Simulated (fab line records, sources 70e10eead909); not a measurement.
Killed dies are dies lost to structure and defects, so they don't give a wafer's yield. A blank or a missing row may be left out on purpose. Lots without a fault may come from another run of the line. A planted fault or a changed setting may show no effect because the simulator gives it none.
Chamber matching | flow nand_harc | NHARC_A_STAIRCASE_ETCH_313 on rie_diel-01: 4 sister chambers
The step etches the open film in CF4/CHF3. 20 wafers are shown with their chamber, then 10 later ones without.

WAFERS WITH THEIR CHAMBER
wafer  | chamber | showerhead_plenum_p_Torr (Torr) | rf_vpp_V (V) | chf3_flow_sccm (sccm)
L074.1 | 0       | 1.54                            | 368.0        | 30.10
L074.2 | 3       | 1.49                            | 368.3        | 29.99
L074.3 | 2       | 1.55                            | 370.1        | 30.00
L075.2 | 2       | 1.55                            | 369.1        | 29.85
L075.3 | 0       | 1.54                            | 370.1        | 30.04
L075.4 | 1       | 1.62                            | 372.9        | 30.04
L078.2 | 1       | 1.62                            | 372.9        | 30.09
L078.5 | 1       | 1.62                            | 371.3        | 30.06
L078.6 | 2       | 1.55                            | 368.1        | 29.97
L084.4 | 0       | 1.53                            | 369.4        | 29.97
L084.5 | 0       | 1.53                            | 368.9        | 29.94
L084.6 | 3       | 1.48                            | 367.2        | 30.05
L088.1 | 1       | 1.61                            | 371.4        | 30.13
L088.4 | 0       | 1.53                            | 369.2        | 30.03
L088.5 | 0       | 1.53                            | 368.4        | 30.16
L086.1 | 3       | 1.48                            | 365.4        | 30.03
L086.2 | 2       | 1.55                            | 369.0        | 30.04
L086.6 | 0       | 1.53                            | 369.4        | 30.03
L090.1 | 3       | 1.48                            | 366.6        | 29.96
L090.4 | 1       | 1.61                            | 372.0        | 30.05

SIGNATURES (means of the wafers above)
reading                  | chamber 0 | chamber 1 | chamber 2 | chamber 3 | scatter within a chamber
showerhead_plenum_p_Torr | 1.5329    | 1.6160    | 1.5500    | 1.4825    | 0.0046
rf_vpp_V                 | 369.057   | 372.100   | 369.075   | 366.875   | 0.856
chf3_flow_sccm           | 30.0386   | 30.0740   | 29.9650   | 30.0075   | 0.0629
Rule: a wafer's distance from a chamber is the root of the sum, over the readings, of the square of ((its reading less the chamber's mean) divided by the reading's scatter). The wafer belongs to the nearest chamber; if the next one is less than 2 further off, it can't be placed. The scatter: the root of (the sum of the squares of (reading less its chamber's mean) over the shown wafers, divided by (wafers less chambers)).

WAFERS WITHOUT THEIR CHAMBER
wafer  | showerhead_plenum_p_Torr (Torr) | rf_vpp_V (V) | chf3_flow_sccm (sccm)
L090.6 | 1.48                            | 367.4        | 30.11
L089.1 | 1.53                            | 369.6        | 29.89
L089.3 | 1.54                            | 368.9        | 29.87
L089.6 | 1.48                            | 367.4        | 29.91
L092.1 | 1.48                            | 365.5        | 30.02
L092.2 | 1.61                            | 372.8        | 30.08
L092.6 | 1.55                            | 370.8        | 30.11
L094.2 | 1.48                            | 367.1        | 29.94
L094.4 | 1.53                            | 368.8        | 29.85
L094.5 | 1.61                            | 372.8        | 30.07

WHICH CHAMBER EACH WENT THROUGH
wafer  | from the rows above     | in truth
L090.6 | 3                       | 3
L089.1 | 0                       | 0
L089.3 | can't be placed: 2 or 0 | 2
L089.6 | 3                       | 3
L092.1 | 3                       | 3
L092.2 | 1                       | 1
L092.6 | can't be placed: 2 or 0 | 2
L094.2 | 3                       | 3
L094.4 | can't be placed: 0 or 2 | 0
L094.5 | 1                       | 1
Placed correctly: 7 of 10. Can't be placed from these rows: 3 (the true chamber is among the candidates in 3). Placed wrongly: 0.
